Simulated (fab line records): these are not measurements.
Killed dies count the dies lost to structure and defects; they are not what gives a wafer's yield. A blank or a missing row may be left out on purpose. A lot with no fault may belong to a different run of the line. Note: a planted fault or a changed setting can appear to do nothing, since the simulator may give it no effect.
Chamber matching -- flow n5 finfet -- N5_BEOL_M5_STRIP_36 on rie diel-04 has 4 sister chambers
The step strips in N2/H2. 20 wafers are shown with their chamber, then 10 later ones without.

## WAFERS WITH THEIR CHAMBER
wafer,chamber,showerhead plenum p Torr (Torr),throttle valve pct (%),drypump motor current A (A)
L075.3,2,2.58,23.17,6.2
L075.4,1,2.33,23.28,5.8
L075.6,2,2.58,23.16,6.3
L076.1,1,2.33,23.29,5.7
L076.3,0,2.50,24.04,5.8
L076.5,2,2.58,23.18,6.2
L079.3,0,2.50,24.06,5.8
L079.5,1,2.33,23.33,5.7
L079.6,0,2.50,24.03,5.8
L080.3,0,2.50,24.04,5.8
L080.4,1,2.33,23.28,5.7
L080.6,2,2.57,23.19,6.2
L081.3,0,2.50,24.05,5.8
L081.4,2,2.57,23.19,6.2
L081.5,3,2.41,23.27,5.2
L083.2,3,2.41,23.31,5.2
L083.5,2,2.57,23.20,6.2
L083.6,1,2.33,23.34,5.7
L084.1,2,2.57,23.21,6.2
L084.3,3,2.41,23.29,5.2

SIGNATURES, as means of the wafers listed above
reading,chamber 0,chamber 1,chamber 2,chamber 3,scatter within a chamber
showerhead plenum p Torr,2.5000,2.3300,2.5743,2.4100,0.00327
throttle valve pct,24.0440,23.3040,23.1857,23.2900,0.02
drypump motor current A,5.800,5.720,6.214,5.200,0.0322
Rule: a wafer lies at a distance from a chamber equal to the root of the sum of squares, over the readings, of (its reading less the chamber's mean, divided by the reading's scatter). If the next closest chamber is less than 2 further off than the closest, the wafer can't be placed; otherwise it belongs to the closest. How the scatter is found: for the shown wafers, subtract from each reading the mean of its chamber, square and add these, divide the total by (wafers less chambers), then take the root.

## WAFERS WITHOUT THEIR CHAMBER
wafer,showerhead plenum p Torr (Torr),throttle valve pct (%),drypump motor current A (A)
L084.5,2.41,23.32,5.2
L085.1,2.41,23.33,5.1
L085.3,2.32,23.30,5.7
L085.4,2.32,23.31,5.6
L091.2,2.56,23.23,6.2
L091.5,2.40,23.30,5.2
L091.6,2.56,23.21,6.2
L096.3,2.49,23.81,5.8
L096.4,2.31,23.40,5.7
L096.6,2.49,23.78,5.8

## CHAMBER TAKEN BY EACH
wafer,from the rows above,in truth
L084.5,3,3
L085.1,3,3
L085.3,1,1
L085.4,1,1
L091.2,2,2
L091.5,3,3
L091.6,2,2
L096.3,0,0
L096.4,1,1
L096.6,0,0
Correct placement for 10 of the 10. From these rows, 0 cannot be placed. Number placed wrongly: 0.
